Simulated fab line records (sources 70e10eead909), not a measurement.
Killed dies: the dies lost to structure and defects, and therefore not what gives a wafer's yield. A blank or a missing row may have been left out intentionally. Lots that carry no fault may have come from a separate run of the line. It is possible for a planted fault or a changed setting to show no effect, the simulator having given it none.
Chamber matching / flow nand_harc / rie_si-05 running NHARC_A_CHANNEL_FILL_D1_ETCHBACK_19: 4 sister chambers
The step etches the open film in HBr/Cl2, target depth 5 nm, time 1.7 s. 7 wafers are shown with their chamber, then 7 later ones without.

## WAFERS, EACH WITH ITS CHAMBER
wafer=L075.5; chamber=2; oes_product_au (a.u.)=1.005; rf_fwd_power_W (W)=390.9
wafer=L076.4; chamber=1; oes_product_au (a.u.)=1.021; rf_fwd_power_W (W)=392.3
wafer=L078.4; chamber=2; oes_product_au (a.u.)=1.013; rf_fwd_power_W (W)=388.1
wafer=L084.1; chamber=3; oes_product_au (a.u.)=1.001; rf_fwd_power_W (W)=393.0
wafer=L084.5; chamber=0; oes_product_au (a.u.)=1.006; rf_fwd_power_W (W)=390.2
wafer=L085.2; chamber=3; oes_product_au (a.u.)=1.006; rf_fwd_power_W (W)=391.6
wafer=L085.3; chamber=0; oes_product_au (a.u.)=0.996; rf_fwd_power_W (W)=390.2

## WAFERS WITH NO CHAMBER GIVEN
wafer=L085.6; oes_product_au (a.u.)=1.002; rf_fwd_power_W (W)=389.6
wafer=L095.1; oes_product_au (a.u.)=1.005; rf_fwd_power_W (W)=391.0
wafer=L095.2; oes_product_au (a.u.)=1.001; rf_fwd_power_W (W)=390.3
wafer=L095.5; oes_product_au (a.u.)=1.005; rf_fwd_power_W (W)=391.4
wafer=L097.2; oes_product_au (a.u.)=0.994; rf_fwd_power_W (W)=392.5
wafer=L097.3; oes_product_au (a.u.)=0.998; rf_fwd_power_W (W)=391.8
wafer=L097.5; oes_product_au (a.u.)=0.997; rf_fwd_power_W (W)=391.2

## WHICH CHAMBER EACH WENT THROUGH
wafer=L085.6; from the rows above=can't be placed: 0 or 2 or 3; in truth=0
wafer=L095.1; from the rows above=can't be placed: 0 or 3 or 2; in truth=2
wafer=L095.2; from the rows above=can't be placed: 0 or 2 or 3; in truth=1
wafer=L095.5; from the rows above=can't be placed: 3 or 0 or 2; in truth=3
wafer=L097.2; from the rows above=can't be placed: 3 or 0 or 2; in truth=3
wafer=L097.3; from the rows above=can't be placed: 3 or 0 or 2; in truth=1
wafer=L097.5; from the rows above=can't be placed: 0 or 3 or 2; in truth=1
Correct placement for 0 of the 7. Unplaceable from these rows: 7, with the true chamber sitting among the candidates in 4. Placed wrongly: 0.
How it was worked out, from the rows above alone: a wafer's distance from a chamber is the root of the sum, over the readings, of the square of ((its reading less the chamber's mean) divided by the reading's scatter). The wafer belongs to the nearest chamber; if the next one is less than 2 further off, it can't be placed. For every chamber, the mean is computed from those of its wafers that are shown. The scatter: take each reading less its chamber's mean, square it, sum over the shown wafers, divide by the number of wafers less the number of chambers, and take the root.
